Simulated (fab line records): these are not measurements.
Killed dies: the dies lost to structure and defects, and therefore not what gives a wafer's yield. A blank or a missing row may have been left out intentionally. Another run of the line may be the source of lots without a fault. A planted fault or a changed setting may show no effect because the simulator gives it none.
fab line records	flow n5Finfet
record lots=9	wafers=26	lastDay=18
route steps=1938 shown SD_EPI_N@277 SD_EPI_P@312 SD_ACTIVATION@331 ILD0@341 BEOL_M4@1111 PASSIVATION@1936
lots that met no fault: from a run of the same line without faults
startH: the number of hours between the record's first day and the start of the first shown wafer of the lot	waitH: hours from the lot's prior step to this one	" same as the row above	L1.1+2: several wafers, shown together as one row	- no value, or no start was given	* or withheld: withheld	< > ~ a bound
route shown NAME@n: a module of which the file shows steps, and the number in the route of the first	usual: the fault-free wafers' mean and standard deviation	same: alike in all rows	chamber/n: place in a boat	sites: each site's reading	_std_site: how widely they spread, as a standard deviation	_edge_site: outer sites' mean less inner sites'	radiusMm: for every site, how far away it sits from the centre of the wafer	mask NAME#n: copy n	behind: tool/chamber where the wafer was last shaped	hold: why the lot went on hold/how many hours it stayed there/how the hold came to an end	device: whichever transistor did not switch (one of n, p or np)	end of line: the tests these same wafers got at the end of their route	a step without rows: its recipe alone	killed: the dies lost at the first sort to structure and to defects; this is not the yield of the wafer	map: per-die view of a wafer (x killed, . not killed, _ where there is no die)
set.NAME: the setting as run; set.NAME@STEP: as run at that earlier step	model.NAME: the simulator's own value behind a step, which no gauge read
route steps across a sampled set of lots; one table per step, one row per wafer
services: when a tool's chamber went out of use (startH, in hours from the record's first day, below 0 if earlier), for how many hours, and the reason
## steps
# step N5_SD_EPI_N_ETCHBACK_44
# recipe chemistry=CH3F/O2	mode=anisotropicEtchback	target=SiNx	targetDepthA=145	stopOn=SiO2	overEtchFrac=0.3	ionEnergyEv=120	pressureMtorr=30	sourceW=395	biasW=73	Ar_flow_sccm=150	CH3F_flow_sccm=30	O2_flow_sccm=20
# usual drypumpMotorCurrentA=5.9/0.34	oesProductAu=0.70/0.086	rfVppV=301/4.3	showerheadPlenumPTorr=2.04/0.058	throttleValvePct=16.36/0.28
lot.wafer	tool	chamber	startH	waitH	drypumpMotorCurrentA	oesProductAu	rfHoursCounterH	rfVppV	showerheadPlenumPTorr	throttleValvePct
L364.2	rieDiel-02	1	58.05	0.0	5.5	0.65	158	298	2.09	16.69
L364.4	"	3	"	"	5.5	0.61	-	293	2.06	16.29
L364.6	"	0	"	"	6.0	0.81	-	300	2.04	16.02
L367.1	rieDiel-01	2	75.91	0.0	5.9	0.63	197	304	2.07	16.49
L367.2	"	0	"	"	6.0	0.78	16	299	2.12	16.06
L367.5	"	0	"	"	6.0	0.78	-	298	2.12	16.07
L369.4	rieDiel-06	0	83.85	0.0	6.3	0.56	256	303	1.97	16.78
L369.5	"	2	"	"	5.7	0.86	-	300	1.97	16.10
L369.6	"	3	"	"	5.4	0.62	-	304	1.99	16.58
L370.2	rieDiel-06	2	93.42	0.0	5.7	0.82	5	299	1.97	16.12
L370.3	"	1	"	"	6.5	0.59	238	303	2.05	16.81
L370.4	"	1	"	"	6.6	0.59	-	304	2.05	16.82
L372.1	rieDiel-01	1	103.19	0.0	6.1	0.61	225	305	1.97	16.51
L372.4	"	0	"	"	6.0	0.76	-	298	2.11	16.07
L372.5	"	1	"	"	6.1	0.61	-	305	1.97	16.51
L374.3	rieDiel-06	2	119.18	0.0	5.7	0.79	20	299	1.96	16.12
L374.6	"	2	"	"	5.7	0.79	-	301	1.96	16.15
L378.1	rieDiel-01	2	138.77	0.0	5.9	0.61	215	302	2.07	16.52
L378.2	"	0	"	"	6.0	0.75	34	296	2.11	16.10
L378.6	"	0	"	"	6.0	0.75	-	298	2.11	16.10
L380.1	rieDiel-02	3	150.92	0.0	5.5	0.79	9	295	2.05	15.89
L380.4	"	2	"	"	6.2	0.76	37	312	2.03	15.89
L380.5	"	2	"	"	6.2	0.77	-	313	2.02	15.87
L385.3	rieDiel-06	2	182.15	0.0	5.7	0.75	43	300	1.95	16.17
L385.4	"	1	"	"	6.5	0.78	19	302	2.04	16.41
L385.5	"	0	"	"	6.2	0.75	-	301	1.96	16.40
# step N5_SD_EPI_P_ETCH_16
# recipe chemistry=CHF3/O2	target=SiO2	targetDepthA=50	maskMaterial=SOC	pressureMtorr=30	sourceW=650	biasW=170	Ar_flow_sccm=200	CHF3_flow_sccm=50	O2_flow_sccm=5	ionEnergyEv=200
# usual drypumpMotorCurrentA=5.6/0.43	oesProductAu=0.80/0.091	rfVppV=525/11	showerheadPlenumPTorr=2.40/0.082	throttleValvePct=18.86/0.25
lot.wafer	tool	chamber	startH	waitH	drypumpMotorCurrentA	oesProductAu	rfHoursCounterH	rfVppV	showerheadPlenumPTorr	throttleValvePct
L364.2	rieDiel-04	2	62.76	0.1	5.0	0.78	140	517	2.32	18.84
L364.4	"	1	"	"	5.0	0.70	-	537	2.39	18.97
L364.6	"	2	"	"	5.0	0.77	-	518	2.32	18.85
L367.1	rieDiel-05	1	80.93	0.1	5.5	0.77	136	540	2.30	18.54
L367.2	"	3	"	"	5.4	0.85	50	507	2.44	18.93
L367.5	"	2	"	"	5.8	0.77	-	526	2.43	19.02
L369.4	rieDiel-04	1	89.85	0.1	5.0	0.69	206	538	2.38	18.96
L369.5	"	1	"	"	5.0	0.69	-	537	2.38	18.97
L369.6	"	0	"	"	6.3	0.92	-	513	2.35	18.96
L370.2	rieDiel-05	2	98.55	0.1	5.8	0.77	114	527	2.43	19.04
L370.3	"	3	"	"	5.4	0.84	55	506	2.44	18.95
L370.4	"	1	"	"	5.5	0.75	141	537	2.30	18.54
L372.1	rieDiel-04	2	108.19	0.1	5.0	0.76	154	516	2.32	18.85
L372.4	"	0	"	"	6.3	0.91	23	513	2.35	18.94
L372.5	"	3	"	"	5.4	0.91	-	530	2.58	18.37
L374.3	rieDiel-05	0	123.82	0.1	6.1	0.96	10	525	2.38	18.45
L374.6	"	3	"	"	5.4	0.84	-	506	2.44	18.95
L378.1	rieDiel-03	2	144.23	0.1	6.0	0.71	204	537	2.31	18.93
L378.2	"	3	"	"	5.8	0.95	8	539	2.47	18.78
L378.6	"	3	"	"	5.8	0.95	-	541	2.47	18.78
L380.1	rieDiel-04	3	156.37	0.1	5.4	0.87	27	532	2.57	18.41
L380.4	"	1	"	"	5.0	0.68	227	537	2.37	19.02
L380.5	"	1	"	"	5.0	0.68	-	537	2.37	18.99
L385.3	rieDiel-05	3	187.40	0.1	5.4	0.82	80	505	2.43	18.97
L385.4	"	1	"	"	5.5	0.74	169	538	2.29	18.58
L385.5	"	3	"	"	5.4	0.82	-	505	2.43	18.96
# step N5_SD_ACTIVATION_LSA_01
# recipe tempC=1080	timeS=0.0008	ambient=N2
# usual wafer_temp_C_max=1085.6/1.6
lot.wafer	tool	chamber	startH	waitH	wafer_temp_C_max
L364.2	laserAnneal-01	0	67.04	0.2	1087.7
L364.4	"	0	"	"	1088.0
L364.6	"	0	"	"	1087.7
L367.1	laserAnneal-02	0	84.26	0.2	1083.1
L367.2	"	0	"	"	1085.2
L367.5	"	0	"	"	1083.7
L369.4	laserAnneal-02	0	93.29	0.2	1084.0
L369.5	"	0	"	"	1083.3
L369.6	"	0	"	"	1083.8
L370.2	laserAnneal-01	0	102.00	0.2	1086.2
L370.3	"	0	"	"	1087.3
L370.4	"	0	"	"	1086.5
L372.1	laserAnneal-01	0	111.53	0.2	1086.4
L372.4	"	0	"	"	1087.4
L372.5	"	0	"	"	1086.2
L374.3	laserAnneal-02	0	127.21	0.2	1084.5
L374.6	"	0	"	"	1083.7
L378.1	laserAnneal-02	0	147.63	0.2	1045.3
L378.2	"	0	"	"	1043.5
L378.6	"	0	"	"	1042.0
L380.1	laserAnneal-02	0	160.54	0.2	1043.6
L380.4	"	0	"	"	1044.3
L380.5	"	0	"	"	1043.3
L385.3	laserAnneal-01	0	191.63	0.2	1085.7
L385.4	"	0	"	"	1086.4
L385.5	"	0	"	"	1087.3
# step N5_SD_ACTIVATION_RS_MEAS_03
# recipe thkMeasGauge=four-point-probe
# usual RS_SD_N=21.95/0.28	RS_SD_P=56.1/0.84
lot.wafer	tool	chamber	startH	waitH	RS_SD_N[ohm/sq]	RS_SD_P[ohm/sq]
L364.2	filmMetro-02	-	67.23	0.2	21.38	55.8
L364.4	"	-	"	"	21.93	56.1
L364.6	"	-	"	"	22.11	56.3
L367.1	filmMetro-01	-	84.46	0.2	21.61	56.0
L367.2	"	-	"	"	21.64	56.1
L367.5	"	-	"	"	21.65	56.1
L369.4	filmMetro-01	-	93.46	0.1	21.65	55.5
L369.5	"	-	"	"	21.62	56.3
L369.6	"	-	"	"	21.70	56.0
L370.2	filmMetro-02	-	102.19	0.2	22.23	55.6
L370.3	"	-	"	"	22.16	56.1
L370.4	"	-	"	"	22.05	55.9
L372.1	filmMetro-01	-	111.73	0.2	22.13	55.3
L372.4	"	-	"	"	21.98	56.8
L372.5	"	-	"	"	21.97	56.3
L374.3	filmMetro-01	-	127.39	0.2	22.04	56.6
L374.6	"	-	"	"	21.82	55.3
L378.1	filmMetro-01	-	147.83	0.2	25.89	55.7
L378.2	"	-	"	"	26.10	55.4
L378.6	"	-	"	"	26.09	55.7
L380.1	filmMetro-02	-	160.74	0.2	25.90	57.3
L380.4	"	-	"	"	26.03	56.2
L380.5	"	-	"	"	26.42	56.7
L385.3	filmMetro-01	-	191.81	0.2	22.33	57.8
L385.4	"	-	"	"	22.40	57.1
L385.5	"	-	"	"	22.18	57.7
# step N5_ILD0_THK_MEAS_08
# usual thkNm=138.3/1.1
lot.wafer	tool	chamber	startH	waitH	thkNm
L364.2	filmMetro-02	-	70.83	-	136.4
L364.4	"	-	"	"	137.5
L364.6	"	-	"	"	137.1
L367.1	filmMetro-01	-	87.81	-	137.1
L367.2	"	-	"	"	135.7
L367.5	"	-	"	"	137.9
L369.4	filmMetro-01	-	96.74	-	137.5
L369.5	"	-	"	"	137.4
L369.6	"	-	"	"	137.9
L370.2	filmMetro-01	-	105.76	-	137.4
L370.3	"	-	"	"	138.9
L370.4	"	-	"	"	138.3
L372.1	filmMetro-01	-	116.00	-	137.6
L372.4	"	-	"	"	138.2
L372.5	"	-	"	"	139.6
L374.3	filmMetro-02	-	130.69	-	139.5
L374.6	"	-	"	"	138.6
L378.1	filmMetro-01	-	151.97	-	139.2
L378.2	"	-	"	"	138.6
L378.6	"	-	"	"	138.4
L380.1	filmMetro-01	-	164.58	-	138.5
L380.4	"	-	"	"	138.9
L380.5	"	-	"	"	138.0
L385.3	filmMetro-02	-	195.49	-	139.6
L385.4	"	-	"	"	139.0
L385.5	"	-	"	"	139.2
# step N5_BEOL_M4_RC_MEAS_101
# usual DIBL_N=36.9/1.7	DIBL_P=37.3/2.3	IOFF_N=0.16/0.033	IOFF_P=0.22/0.04	ION_N=673/12	ION_P=463/8	RC_DENSE_N=19.1/0.41	RC_N=15.6/0.32	REXT_N=75.2/1.8	RS_SD_N=28.5/0.37	SS_N=71.6/0.58	SS_P=73.4/0.74	VT_N=250/3.2	VT_P=-250/3.4
lot.wafer	tool	chamber	startH	waitH	DIBL_N[mV/V]	DIBL_P[mV/V]	IOFF_N[nA/um]	IOFF_P[nA/um]	ION_N[uA/um]	ION_P[uA/um]	RC_DENSE_N[ohm.um]	RC_N[ohm.um]	REXT_N[ohm.um]	RS_SD_N[ohm/sq]	SS_N[mV/dec]	SS_P[mV/dec]	VT_N[mV]	VT_P[mV]
L364.2	prober-02	0	181.31	0.2	35.8	38.3	0.15	0.19	669	455	19.0	15.4	76.9	27.5	71.9	74.0	251	-256
L364.4	"	0	"	"	36.7	38.5	0.16	0.20	675	463	19.2	15.5	77.0	28.1	71.5	73.6	249	-255
L364.6	"	0	"	"	36.7	39.2	0.16	0.21	667	458	19.1	15.5	77.9	28.4	71.4	74.5	250	-254
L367.1	prober-01	0	194.08	0.0	38.5	38.0	0.19	0.23	677	456	19.4	15.8	74.6	27.9	72.2	73.7	247	-252
L367.2	"	0	"	"	35.9	34.2	0.13	0.18	656	452	19.1	15.5	73.4	28.0	71.5	72.1	252	-255
L367.5	"	0	"	"	35.7	33.9	0.14	0.17	658	446	19.0	15.5	73.3	27.8	71.7	72.0	253	-257
L369.4	prober-02	0	205.12	0.5	36.4	38.5	0.17	0.25	664	460	18.7	15.2	73.7	28.2	72.0	73.9	248	-251
L369.5	"	0	"	"	37.5	39.4	0.19	0.26	675	465	18.2	15.0	72.1	28.0	71.8	73.2	248	-251
L369.6	"	0	"	"	35.8	37.3	0.16	0.23	666	461	18.9	15.5	73.0	27.9	71.3	73.3	248	-249
L370.2	prober-01	0	218.35	0.2	40.5	41.6	0.24	0.30	687	473	18.8	15.3	72.7	29.1	72.5	74.3	245	-245
L370.3	"	0	"	"	37.7	37.0	0.17	0.21	668	462	19.0	15.4	72.1	28.9	71.4	73.4	249	-250
L370.4	"	0	"	"	36.3	35.5	0.14	0.19	661	454	19.0	15.5	72.7	29.2	71.3	72.9	251	-251
L372.1	prober-01	0	222.10	0.0	38.8	40.5	0.21	0.24	681	464	19.2	15.6	73.4	28.8	71.4	74.4	245	-252
L372.4	"	0	"	"	40.4	43.5	0.25	0.30	695	458	18.8	15.5	73.3	28.4	72.5	75.2	245	-245
L372.5	"	0	"	"	39.5	43.2	0.25	0.30	703	476	19.0	15.4	73.6	28.8	71.6	75.5	241	-247
L374.3	prober-01	0	242.60	0.3	38.1	37.6	0.16	0.21	661	458	19.2	15.5	71.7	28.7	71.7	73.0	249	-251
L374.6	"	0	"	"	36.4	37.6	0.15	0.22	681	473	18.5	15.1	71.0	28.4	71.1	73.7	250	-247
L378.1	prober-01	0	261.93	0.0	35.1	36.0	0.13	0.18	673	467	22.2	18.3	84.0	32.7	71.0	73.3	253	-256
L378.2	"	0	"	"	35.5	36.8	0.13	0.19	642	451	22.3	18.2	85.7	33.0	71.7	73.2	255	-253
L378.6	"	0	"	"	35.5	36.8	0.13	0.20	660	461	22.7	18.5	85.4	32.8	71.6	73.0	251	-252
L380.1	prober-01	0	273.88	0.0	37.0	38.6	0.18	0.23	669	463	22.5	18.5	80.6	32.6	72.2	73.4	248	-249
L380.4	"	0	"	"	36.5	38.4	0.17	0.25	667	463	22.6	18.5	80.9	32.9	71.1	73.4	249	-247
L380.5	"	0	"	"	36.0	38.1	0.16	0.23	660	459	22.3	18.2	81.8	33.4	70.9	73.0	252	-247
L385.3	prober-02	0	307.75	0.3	38.6	39.3	0.18	0.24	673	459	18.8	15.5	78.3	28.8	71.7	73.9	252	-252
L385.4	"	0	"	"	39.3	39.4	0.18	0.23	669	459	19.0	15.6	78.9	28.9	72.6	74.4	251	-253
L385.5	"	0	"	"	37.7	38.0	0.14	0.21	661	453	19.2	15.6	78.4	28.9	72.0	73.8	255	-255
# step N5_PASSIVATION_PROBE_49
# usual defectLimitedYield=91.2/1.3	killed_at_M0_to_M3=34/10	killed_at_M4_up=13/4.6	killedAtContacts=13/5.5	killedAtFrontEnd=41/12	killedAtOther=2.8/2.4	killedDies=104/16	killedOpen=67/12	killedShort=33/7.2	sort_bin_4_leakage=0.00/0.012	sort_bin_5_function=5.1/0.86	sort_bin_6_memory=3.3/0.62	sortNPass=1076/16	sortYieldPct=91.2/1.3
# same grossDies=1180	killedAtBackSide=0	sort_bin_8_speed[%]=0
lot.wafer	tool	chamber	startH	waitH	defectLimitedYield[%]	killed_at_M0_to_M3	killed_at_M4_up	killedAtContacts	killedAtFrontEnd	killedAtOther	killedDies	killedOpen	killedShort	sort_bin_4_leakage[%]	sort_bin_5_function[%]	sort_bin_6_memory[%]	sortNPass	sortYieldPct[%]
L364.2	prober-02	-	293.97	0.1	91.6	30	19	12	31	7	99	62	34	0	5.0	2.6	1081	91.6
L364.4	prober-02	-	294.07	0.2	91.9	27	10	11	46	1	95	57	33	0	4.7	3.2	1085	91.9
L364.6	prober-02	-	294.17	0.3	90.1	32	14	22	49	0	117	67	44	0	5.1	4.1	1063	90.1
L367.1	prober-02	-	301.86	0.0	91.7	32	9	25	31	1	98	61	31	0	4.6	3.3	1082	91.7
L367.2	prober-02	-	301.91	0.1	92.6	30	7	14	36	0	87	56	26	0	4.2	2.9	1093	92.6
L367.5	prober-02	-	302.06	0.2	92.6	21	14	19	25	8	87	60	26	0	4.2	3.1	1093	92.6
L369.4	prober-01	-	317.37	0.2	91.4	35	10	7	50	0	102	68	30	0	4.7	3.7	1078	91.4
L369.5	prober-01	-	317.42	0.2	91.3	34	17	17	34	1	103	68	28	0	4.8	3.6	1077	91.3
L369.6	prober-01	-	317.47	0.3	89.8	35	15	11	56	3	120	89	25	0	5.7	4.4	1060	89.8
L370.2	prober-01	-	322.53	0.1	92.5	16	20	12	38	2	88	59	23	0	3.7	3.2	1092	92.5
L370.3	prober-01	-	322.58	0.1	90.0	45	12	30	28	3	118	74	36	0	6.1	3.1	1062	90.0
L370.4	prober-01	-	322.63	0.2	93.5	19	11	5	39	3	77	51	25	0	4.3	1.9	1103	93.5
L372.1	prober-02	-	338.61	0.0	91.4	44	10	9	34	4	101	63	35	0	5.3	3.1	1079	91.4
L372.4	prober-02	-	338.76	0.2	90.8	47	22	5	32	3	109	79	30	0.08	5.6	3.5	1070	90.7
L372.5	prober-02	-	338.81	0.2	89.2	47	16	11	49	4	127	89	36	0.08	6.1	4.4	1052	89.2
L374.3	prober-01	-	360.57	1.0	91.9	42	9	20	24	0	95	66	28	0	4.8	3.1	1085	91.9
L374.6	prober-01	-	360.72	1.2	93.7	31	8	13	21	1	74	52	21	0	4.0	2.0	1106	93.7
L378.1	prober-01	-	369.72	0.0	89.9	42	13	16	44	4	119	88	27	0	5.4	4.4	1061	89.9
L378.2	prober-01	-	369.77	0.1	92.3	16	14	5	46	10	91	60	27	0	5.0	2.6	1089	92.3
L378.6	prober-01	-	369.97	0.3	90.8	47	4	13	41	4	109	76	27	0	5.4	3.4	1071	90.8
L380.1	prober-02	-	385.30	0.0	90.7	32	13	14	44	7	110	61	44	0	5.4	3.3	1070	90.7
L380.4	prober-02	-	385.45	0.2	91.9	44	9	10	32	1	96	67	22	0	4.4	3.3	1084	91.9
L380.5	prober-02	-	385.50	0.2	93.4	28	8	8	30	4	78	44	32	0	3.7	2.6	1102	93.4
L385.3	prober-02	-	419.94	0.1	90.4	39	10	10	48	6	113	83	25	0	5.4	4.1	1067	90.4
L385.4	prober-02	-	419.99	0.2	91.6	28	15	8	47	1	99	64	31	0	4.7	3.2	1081	91.6
L385.5	prober-02	-	420.04	0.2	90.6	40	17	17	29	8	111	76	30	0	5.3	4.0	1069	90.6
# killed by level:class
L364.2 MOL_CONTACT_COAG:geometricParticle:open=8 BEOL_M2:geometricParticle:open=8 FIN_SAQP:geometricParticle:open=7 BEOL_M4:geometricParticle:open=7 BEOL_M1:geometricParticle:open=6 STI_FIN_REVEAL:geometricParticle:open=5 BEOL_M0_SAQP:geometricParticle:short=5 MOL_CONTACT_COAG:geometricParticle:short=4
L364.4 FIN_SAQP:geometricParticle:open=17 FIN_SAQP:geometricParticle:short=12 MOL_CONTACT_COAG:geometricParticle:open=10 BEOL_M0_SAQP:geometricParticle:open=7 BEOL_M0_SAQP:geometricParticle:short=6 BEOL_M1:geometricParticle:open=5 BEOL_M2:geometricParticle:open=5 DUMMY_GATE:geometricParticle:open=4
L364.6 MOL_CONTACT_COAG:geometricParticle:open=19 FIN_SAQP:geometricParticle:short=8 BEOL_M3:geometricParticle:open=8 GATE_CUT:geometricParticle:short=7 BEOL_M0_SAQP:geometricParticle:open=7 FIN_SAQP:geometricParticle:open=6 BEOL_M0_SAQP:geometricParticle:short=6 BEOL_M4:geometricParticle:open=6
L367.1 MOL_CONTACT_COAG:geometricParticle:open=16 STI_FIN_REVEAL:geometricParticle:open=9 MOL_CONTACT_COAG:geometricParticle:short=8 BEOL_M3:geometricParticle:open=7 BEOL_M2:geometricParticle:open=6 FIN_SAQP:geometricParticle:short=5 STI_FIN_REVEAL:geometricParticle:short=4 BEOL_M0_SAQP:geometricParticle:open=4
L367.2 MOL_CONTACT_COAG:geometricParticle:open=11 BEOL_M3:geometricParticle:open=11 GATE_CUT:geometricParticle:short=8 FIN_SAQP:geometricParticle:short=7 BEOL_M0_SAQP:geometricParticle:open=6 DUMMY_GATE:geometricParticle:open=5 STI_FIN_REVEAL:geometricParticle:open=4 FIN_SAQP:geometricParticle:open=3
L367.5 MOL_CONTACT_COAG:geometricParticle:open=18 FIN_SAQP:geometricParticle:short=6 BEOL_M0_SAQP:geometricParticle:short=5 BEOL_M2:geometricParticle:open=5 STI_FIN_REVEAL:geometricParticle:open=4 DUMMY_GATE:geometricParticle:open=4 BEOL_M0_SAQP:geometricParticle:open=4 BEOL_M4:geometricParticle:open=4
L369.4 STI_FIN_REVEAL:geometricParticle:open=17 BEOL_M3:geometricParticle:open=7 BEOL_M1:geometricParticle:open=7 FIN_SAQP:geometricParticle:short=6 BEOL_M0_SAQP:geometricParticle:open=6 BEOL_M2:geometricParticle:open=6 GATE_CUT:geometricParticle:short=5 FIN_SAQP:geometricParticle:open=4
L369.5 MOL_CONTACT_COAG:geometricParticle:open=14 BEOL_M0_SAQP:geometricParticle:short=9 DUMMY_GATE:geometricParticle:open=7 BEOL_M3:geometricParticle:open=7 GATE_CUT:geometricParticle:short=6 BEOL_M4:geometricParticle:open=6 BEOL_M2:geometricParticle:open=5 STI_FIN_REVEAL:geometricParticle:open=4
L369.6 DUMMY_GATE:geometricParticle:open=21 MOL_CONTACT_COAG:geometricParticle:open=10 STI_FIN_REVEAL:geometricParticle:open=9 BEOL_M0_SAQP:geometricParticle:short=7 FIN_SAQP:geometricParticle:open=6 BEOL_M0_SAQP:geometricParticle:open=6 BEOL_M3:geometricParticle:open=6 BEOL_M5:geometricParticle:open=6
L370.2 FIN_SAQP:geometricParticle:open=14 MOL_CONTACT_COAG:geometricParticle:open=11 BEOL_M4:geometricParticle:open=9 BEOL_M3:geometricParticle:open=7 FIN_SAQP:geometricParticle:short=6 STI_FIN_REVEAL:geometricParticle:open=4 DUMMY_GATE:geometricParticle:open=4 BEOL_M1:geometricParticle:short=4
L370.3 MOL_CONTACT_COAG:geometricParticle:open=22 BEOL_M3:geometricParticle:open=15 BEOL_M0_SAQP:geometricParticle:short=10 MOL_CONTACT_COAG:geometricParticle:short=7 BEOL_M2:geometricParticle:open=6 BEOL_M0_SAQP:geometricParticle:open=5 FIN_SAQP:geometricParticle:open=4 BEOL_M1:geometricParticle:open=4
L370.4 FIN_SAQP:geometricParticle:open=11 STI_FIN_REVEAL:geometricParticle:open=6 BEOL_M1:geometricParticle:open=6 BEOL_M4:geometricParticle:open=6 DUMMY_GATE:geometricParticle:open=5 MOL_CONTACT_COAG:geometricParticle:open=5 BEOL_M0_SAQP:geometricParticle:open=4 FIN_SAQP:geometricParticle:short=3
L372.1 BEOL_M1:geometricParticle:open=14 STI_FIN_REVEAL:geometricParticle:open=9 BEOL_M0_SAQP:geometricParticle:short=7 BEOL_M4:geometricParticle:open=7 STARTING-WAFER:geometricParticle:short=7 BEOL_M2:geometricParticle:open=6 BEOL_M0_SAQP:geometricParticle:open=5 MOL_CONTACT_COAG:geometricParticle:open=5
L372.4 BEOL_M0_SAQP:geometricParticle:open=15 BEOL_M2:geometricParticle:open=9 STI_FIN_REVEAL:geometricParticle:open=8 BEOL_M4:geometricParticle:open=8 FIN_SAQP:geometricParticle:open=6 BEOL_M0_SAQP:geometricParticle:short=6 BEOL_M3:geometricParticle:open=6 MOL_CONTACT_COAG:geometricParticle:open=5
L372.5 BEOL_M0_SAQP:geometricParticle:open=13 STI_FIN_REVEAL:geometricParticle:open=11 BEOL_M2:geometricParticle:open=11 MOL_CONTACT_COAG:geometricParticle:open=9 FIN_SAQP:geometricParticle:short=8 BEOL_M4:geometricParticle:open=8 FIN_SAQP:geometricParticle:open=7 BEOL_M3:geometricParticle:open=7
L374.3 MOL_CONTACT_COAG:geometricParticle:open=16 FIN_SAQP:geometricParticle:open=8 BEOL_M0_SAQP:geometricParticle:open=8 BEOL_M1:geometricParticle:open=8 BEOL_M0_SAQP:geometricParticle:short=7 STARTING-WAFER:geometricParticle:open=5 MOL_CONTACT_COAG:geometricParticle:short=4 BEOL_M1:geometricParticle:short=4
L374.6 MOL_CONTACT_COAG:geometricParticle:open=12 BEOL_M2:geometricParticle:open=10 STI_FIN_REVEAL:geometricParticle:open=7 BEOL_M3:geometricParticle:open=5 BEOL_M0_SAQP:geometricParticle:short=4 BEOL_M0_SAQP:geometricParticle:open=3 BEOL_M3:geometricParticle:short=3 BEOL_M4:geometricParticle:open=3
L378.1 FIN_SAQP:geometricParticle:open=15 MOL_CONTACT_COAG:geometricParticle:open=12 BEOL_M0_SAQP:geometricParticle:open=11 BEOL_M2:geometricParticle:open=11 BEOL_M0_SAQP:geometricParticle:short=10 BEOL_M1:geometricParticle:open=8 BEOL_M5:geometricParticle:open=8 DUMMY_GATE:geometricParticle:open=7
L378.2 STI_FIN_REVEAL:geometricParticle:open=9 FIN_SAQP:geometricParticle:open=9 FIN_SAQP:geometricParticle:short=7 BEOL_M2:geometricParticle:open=6 BEOL_M0_SAQP:geometricParticle:short=5 GATE_CUT:geometricParticle:open=4 MOL_CONTACT_COAG:geometricParticle:open=4 STARTING-WAFER:geometricParticle:open=4
L378.6 BEOL_M0_SAQP:geometricParticle:open=15 BEOL_M2:geometricParticle:open=15 FIN_SAQP:geometricParticle:short=8 FIN_SAQP:geometricParticle:open=8 MOL_CONTACT_COAG:geometricParticle:open=8 BEOL_M0_SAQP:geometricParticle:short=6 STARTING-WAFER:geometricParticle:open=6 GATE_CUT:geometricParticle:open=5
L380.1 FIN_SAQP:geometricParticle:short=14 MOL_CONTACT_COAG:geometricParticle:open=13 FIN_SAQP:geometricParticle:open=6 BEOL_M2:geometricParticle:open=6 BEOL_M4:geometricParticle:open=6 GATE_CUT:geometricParticle:open=5 BEOL_M0_SAQP:geometricParticle:open=5 GATE_CUT:geometricParticle:short=4
L380.4 BEOL_M2:geometricParticle:open=11 BEOL_M1:geometricParticle:open=9 MOL_CONTACT_COAG:geometricParticle:open=7 BEOL_M4:geometricParticle:open=7 FIN_SAQP:geometricParticle:open=6 DUMMY_GATE:geometricParticle:open=6 BEOL_M3:geometricParticle:open=6 BEOL_M3:geometricParticle:short=6
L380.5 BEOL_M0_SAQP:geometricParticle:short=9 FIN_SAQP:geometricParticle:short=6 FIN_SAQP:geometricParticle:open=5 BEOL_M0_SAQP:geometricParticle:open=5 MOL_CONTACT_COAG:geometricParticle:open=5 GATE_CUT:geometricParticle:short=4 BEOL_M2:geometricParticle:open=4 STI_FIN_REVEAL:geometricParticle:open=3
L385.3 STI_FIN_REVEAL:geometricParticle:open=18 FIN_SAQP:geometricParticle:open=9 MOL_CONTACT_COAG:geometricParticle:open=7 BEOL_M0_SAQP:geometricParticle:open=7 BEOL_M3:geometricParticle:open=6 BEOL_M0:geometricParticle:open=5 GATE_CUT:geometricParticle:open=5 BEOL_M0_SAQP:geometricParticle:short=5
L385.4 FIN_SAQP:geometricParticle:open=16 FIN_SAQP:geometricParticle:short=9 BEOL_M1:geometricParticle:open=8 BEOL_M0_SAQP:geometricParticle:open=7 MOL_CONTACT_COAG:geometricParticle:open=4 MOL_CONTACT_COAG:geometricParticle:short=4 BEOL_M0_SAQP:geometricParticle:short=4 BEOL_M4:geometricParticle:open=4
L385.5 MOL_CONTACT_COAG:geometricParticle:open=14 STI_FIN_REVEAL:geometricParticle:open=8 BEOL_M0_SAQP:geometricParticle:short=7 BEOL_M0_SAQP:geometricParticle:open=7 BEOL_M1:geometricParticle:open=7 FIN_SAQP:geometricParticle:short=5 BEOL_M3:geometricParticle:open=5 BEOL_M4:geometricParticle:open=5
## services
tool	chamber	startH	hours	kind
laserAnneal-02	-	39.93	3.2	pm
rieDiel-04	3	43.35	-	clean
rieDiel-04	3	43.35	-	consumableReplace:focusRing
rieDiel-04	3	43.35	-	consumableReplace:showerhead
rieDiel-04	3	43.35	18.9	scheduledDown
rieDiel-04	3	43.35	18.9	ventCycle
rieDiel-06	2	67.29	-	clean
rieDiel-06	2	67.29	-	consumableReplace:focusRing
rieDiel-06	2	67.29	14.4	scheduledDown
rieDiel-06	2	67.29	14.4	ventCycle
rieDiel-05	0	69.06	-	clean
rieDiel-05	0	69.06	-	consumableReplace:focusRing
rieDiel-05	0	69.06	19.3	scheduledDown
rieDiel-05	0	69.06	19.3	ventCycle
rieDiel-03	3	74.51	6.5	repair
laserAnneal-02	-	79.14	2.0	pm
rieDiel-03	0	83.65	4.6	repair
rieDiel-01	-	86.10	14.6	pm
rieDiel-06	0	89.21	9.2	repair
rieDiel-06	0	98.67	-	clean
laserAnneal-01	-	125.30	1.9	pm
rieDiel-03	2	161.67	4.7	repair
rieDiel-02	2	171.75	5.4	repair
rieDiel-01	-	189.34	0.3	repair
## key
firstSign step=N5_SD_ACTIVATION_LSA_01	reading=wafer_temp_C_max	direction=down	sigmas=26	usual=*	struck=*
effect step=N5_SD_ACTIVATION_RS_MEAS_03	reading=RS_SD_N	direction=up	sigmas=15	usual=21.95	struck=26.07
effect step=N5_BEOL_M4_RC_MEAS_101	reading=RS_SD_N	direction=up	sigmas=12	usual=28.5	struck=32.9
effect step=N5_BEOL_M4_RC_MEAS_101	reading=RC_N	direction=up	sigmas=8.6	usual=15.6	struck=18.3
effect step=N5_BEOL_M4_RC_MEAS_101	reading=RC_DENSE_N	direction=up	sigmas=8	usual=19.1	struck=22.4
effect step=N5_BEOL_M4_RC_MEAS_101	reading=REXT_N	direction=up	sigmas=4.4	usual=75.2	struck=83.1
metAt N5_SD_ACTIVATION_LSA_01
struckLots L378,L380
notActingAt N5_SD_EPI_N_ETCHBACK_44,N5_SD_EPI_P_ETCH_16,N5_ILD0_THK_MEAS_08
onsetBetween 127.21 147.63
fault kind=processParameterDrift	tool=laserAnneal-02	chamber=-	onsetH=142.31	steps=N5_SD_ACTIVATION_LSA_01	channel=tempC	offset=*	shape=step	endH=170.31	stated=*
